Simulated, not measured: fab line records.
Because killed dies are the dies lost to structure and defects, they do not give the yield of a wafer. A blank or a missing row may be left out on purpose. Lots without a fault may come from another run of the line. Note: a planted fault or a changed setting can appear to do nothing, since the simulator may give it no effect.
Chamber matching :: flow n5Finfet :: rieSi-02 running N5_FIN_SAQP_MANDREL_ETCH_58: 4 sister chambers
The step etches a-Si in HBr/Cl2, stops on SiNx, target depth 45 nm, bt time 10 s, time 27 s. 4 wafers are shown with their chamber, then 7 later ones without.

EACH WAFER AND ITS CHAMBER
wafer: L084.3
chamber: 2
throttleValvePct (%): 35.78

wafer: L085.4
chamber: 0
throttleValvePct (%): 35.98

wafer: L086.1
chamber: 3
throttleValvePct (%): 35.47

wafer: L086.3
chamber: 1
throttleValvePct (%): 34.88

WAFERS WITHOUT THEIR CHAMBER
wafer: L086.5
throttleValvePct (%): 35.47

wafer: L096.1
throttleValvePct (%): 36.02

wafer: L096.3
throttleValvePct (%): 35.49

wafer: L096.5
throttleValvePct (%): 35.99

wafer: L097.1
throttleValvePct (%): 34.91

wafer: L097.3
throttleValvePct (%): 35.81

wafer: L097.5
throttleValvePct (%): 35.49

WHICH CHAMBER EACH WENT THROUGH
wafer: L086.5
from the rows above: 3
in truth: 3

wafer: L096.1
from the rows above: 0
in truth: 0

wafer: L096.3
from the rows above: 3
in truth: 3

wafer: L096.5
from the rows above: 0
in truth: 0

wafer: L097.1
from the rows above: 1
in truth: 1

wafer: L097.3
from the rows above: 2
in truth: 2

wafer: L097.5
from the rows above: 3
in truth: 3
Placed correctly: 7 of 7. Number that these rows cannot place: 0. Placed wrongly: 0.
How it was worked out, from the rows above alone: a wafer's distance from a chamber is the root of the sum, over the readings, of the square of ((its reading less the chamber's mean) divided by the reading's scatter). The wafer belongs to the nearest chamber; if the next one is less than 2 further off, it can't be placed. For every chamber, the mean is computed from those of its wafers that are shown. The scatter: with one shown wafer a chamber, the root of the mean of the squares of how far each hidden wafer lies from its nearest shown one.
